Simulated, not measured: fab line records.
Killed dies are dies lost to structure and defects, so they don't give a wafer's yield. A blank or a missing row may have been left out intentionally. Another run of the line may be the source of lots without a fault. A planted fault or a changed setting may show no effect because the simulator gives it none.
Matching of chambers	flow nand-harc	NHARC_A_SLIT_ETCH_29 on rie-diel-10: 4 sister chambers
The step etches the open film in CF4/O2, target depth 100 nm, overetch 10 nm, time 55 s. 14 wafers are shown with their chamber, then 7 later ones without.

== WAFERS, EACH WITH ITS CHAMBER ==
wafer	chamber	drypump-motor-current-A (A)	rf-vpp-V (V)	oes-product-au (a.u.)
L074.1	0	5.6	196.9	0.989
L074.5	3	6.1	199.2	1.000
L074.6	2	5.8	195.4	1.016
L078.1	2	5.8	196.5	1.013
L078.5	2	5.7	196.6	1.011
L078.6	3	6.1	197.9	0.996
L079.1	3	6.1	198.2	0.997
L079.2	0	5.6	197.3	1.004
L079.6	3	6.1	199.2	0.989
L084.2	1	6.5	198.5	1.002
L084.4	3	6.1	199.6	0.980
L084.6	0	5.6	196.2	0.988
L081.2	2	5.7	195.6	1.003
L081.3	3	6.1	199.4	0.969

SIGNATURES, as means of the wafers listed above
reading	chamber 0	chamber 1	chamber 2	chamber 3	scatter within a chamber
drypump-motor-current-A	5.600	6.500	5.750	6.100	0.0316
rf-vpp-V	196.800	198.500	196.025	198.917	0.645
oes-product-au	0.99367	1.00200	1.01075	0.98850	0.00983
Rule: a wafer lies at a distance from a chamber equal to the root of the sum of squares, over the readings, of (its reading less the chamber's mean, divided by the reading's scatter). The wafer belongs to the nearest chamber; if the next one is less than 2 further off, it can't be placed. The scatter: the root of (the sum of the squares of (reading less its chamber's mean) over the shown wafers, divided by (wafers less chambers)).

== WAFERS WITH NO CHAMBER GIVEN ==
wafer	drypump-motor-current-A (A)	rf-vpp-V (V)	oes-product-au (a.u.)
L081.6	6.1	199.2	0.977
L089.1	5.7	197.1	1.006
L089.4	6.1	199.5	0.983
L089.6	6.5	197.4	1.013
L096.1	5.6	197.1	1.003
L096.2	5.7	196.9	0.991
L096.6	6.5	198.7	1.032

== THE CHAMBER EACH PASSED THROUGH ==
wafer	from the rows above	in truth
L081.6	3	3
L089.1	can't be placed: 2 or 0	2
L089.4	3	3
L089.6	1	1
L096.1	0	0
L096.2	can't be placed: 2 or 0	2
L096.6	1	1
5 of 7 placed correctly. Not placeable from these rows: 2 (in 2, the candidates include the true chamber). Wrongly placed: 0.
